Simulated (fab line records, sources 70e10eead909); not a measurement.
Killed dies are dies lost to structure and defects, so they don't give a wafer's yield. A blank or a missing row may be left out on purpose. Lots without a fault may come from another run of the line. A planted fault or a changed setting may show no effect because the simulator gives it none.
Chamber matching | flow nand_harc | NHARC_P_CONTACT_ETCH_18 on rie_diel-06: 4 sister chambers
The step etches the open film in C4F8/O2/Ar, target depth 481 nm, time 240.5 s. 8 wafers are shown with their chamber, then 7 later ones without.

WAFERS WITH THEIR CHAMBER
wafer  | chamber | rf_vpp_V (V) | run_length_s (s)
L168.1 | 3       | 970          | 262.4
L168.2 | 0       | 986          | 261.6
L168.6 | 2       | 983          | 261.8
L169.1 | 1       | 977          | 261.9
L169.5 | 1       | 978          | 262.3
L169.6 | 2       | 984          | 261.6
L170.2 | 3       | 969          | 262.5
L170.3 | 0       | 986          | 261.4

WAFERS WITHOUT THEIR CHAMBER
wafer  | rf_vpp_V (V) | run_length_s (s)
L170.4 | 980          | 261.7
L172.1 | 984          | 261.3
L172.2 | 987          | 261.6
L172.6 | 979          | 261.8
L173.1 | 980          | 261.8
L173.2 | 969          | 262.7
L173.3 | 983          | 261.6

WHICH CHAMBER EACH WENT THROUGH
wafer  | from the rows above     | in truth
L170.4 | can't be placed: 1 or 2 | 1
L172.1 | can't be placed: 2 or 0 | 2
L172.2 | 0                       | 0
L172.6 | 1                       | 1
L173.1 | can't be placed: 1 or 2 | 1
L173.2 | 3                       | 3
L173.3 | 2                       | 2
Placed correctly: 4 of 7. Can't be placed from these rows: 3 (the true chamber is among the candidates in 3). Placed wrongly: 0.
How it was worked out, from the rows above alone: a wafer's distance from a chamber is the root of the sum, over the readings, of the square of ((its reading less the chamber's mean) divided by the reading's scatter). The wafer belongs to the nearest chamber; if the next one is less than 2 further off, it can't be placed. A chamber's mean is the mean of its shown wafers. The scatter: the root of (the sum of the squares of (reading less its chamber's mean) over the shown wafers, divided by (wafers less chambers)).
